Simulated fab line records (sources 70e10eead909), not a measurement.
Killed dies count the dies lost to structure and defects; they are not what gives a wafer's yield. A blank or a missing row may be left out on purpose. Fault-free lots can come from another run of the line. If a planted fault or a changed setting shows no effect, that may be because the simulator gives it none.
Matching of chambers + flow nandHarc + NHARC_P_GATE_ALD_36 on aldSin-01: 4 sister chambers
The step deposits SiNx, target thk 20 nm, pulse time 60 s, ald cycles 223. 14 wafers are shown with their chamber, then 7 later ones without.

WAFERS, EACH WITH ITS CHAMBER
| wafer  | chamber | heaterPowerOuterW (W) | heaterPowerW (W) | susceptorTempC (C) |
|--------|---------|-----------------------|------------------|--------------------|
| L077.2 | 3       | 470                   | 756              | 400.00             |
| L077.4 | 1       | 472                   | 755              | 400.13             |
| L077.5 | 0       | 485                   | 801              | 399.75             |
| L078.2 | 3       | 482                   | 755              | 400.10             |
| L078.1 | 1       | 480                   | 728              | 400.36             |
| L078.6 | 3       | 472                   | 761              | 399.94             |
| L082.1 | 3       | 474                   | 769              | 399.97             |
| L082.4 | 0       | 488                   | 809              | 399.91             |
| L082.5 | 2       | 426                   | 732              | 400.03             |
| L086.2 | 0       | 490                   | 786              | 399.85             |
| L086.6 | 1       | 451                   | 702              | 400.27             |
| L086.5 | 2       | 434                   | 727              | 399.83             |
| L090.3 | 3       | 477                   | 780              | 400.38             |
| L090.1 | 0       | 483                   | 773              | 399.99             |

SIGNATURES, as means of the wafers listed above
| reading           | chamber 0 | chamber 1 | chamber 2 | chamber 3 | scatter within a chamber |
|-------------------|-----------|-----------|-----------|-----------|--------------------------|
| heaterPowerOuterW | 486.50    | 467.67    | 430.00    | 475.00    | 7.73                     |
| heaterPowerW      | 792.25    | 728.33    | 729.50    | 764.20    | 16.2                     |
| susceptorTempC    | 399.8750  | 400.2533  | 399.9300  | 400.0780  | 0.144                    |
Rule: for each reading, subtract the chamber's mean from the wafer's reading, divide by that reading's scatter and square the result; add these up over the readings and take the root, which gives the wafer's distance from the chamber. If the next closest chamber is less than 2 further off than the closest, the wafer can't be placed; otherwise it belongs to the closest. The scatter: take each reading less its chamber's mean, square it, sum over the shown wafers, divide by the number of wafers less the number of chambers, and take the root.

WAFERS WITH NO CHAMBER GIVEN
| wafer  | heaterPowerOuterW (W) | heaterPowerW (W) | susceptorTempC (C) |
|--------|-----------------------|------------------|--------------------|
| L090.5 | 461                   | 778              | 400.00             |
| L092.2 | 492                   | 791              | 399.75             |
| L092.3 | 430                   | 743              | 399.95             |
| L092.6 | 486                   | 776              | 399.97             |
| L095.4 | 427                   | 726              | 400.41             |
| L095.2 | 490                   | 777              | 400.62             |
| L095.6 | 440                   | 734              | 400.55             |

THE CHAMBER EACH PASSED THROUGH
| wafer  | from the rows above          | in truth                   |
|--------|------------------------------|----------------------------|
| L090.5 | can't be placed: 3 or 0 or 1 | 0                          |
| L092.2 | 0                            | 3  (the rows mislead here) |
| L092.3 | 2                            | 2                          |
| L092.6 | can't be placed: 0 or 3      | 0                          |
| L095.4 | 2                            | 2                          |
| L095.2 | can't be placed: 3 or 1 or 0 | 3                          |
| L095.6 | can't be placed: 1 or 2 or 3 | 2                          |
2 of 7 placed correctly. From these rows, 4 cannot be placed; in 4 the true chamber is one of the candidates. Wrongly placed: 1.
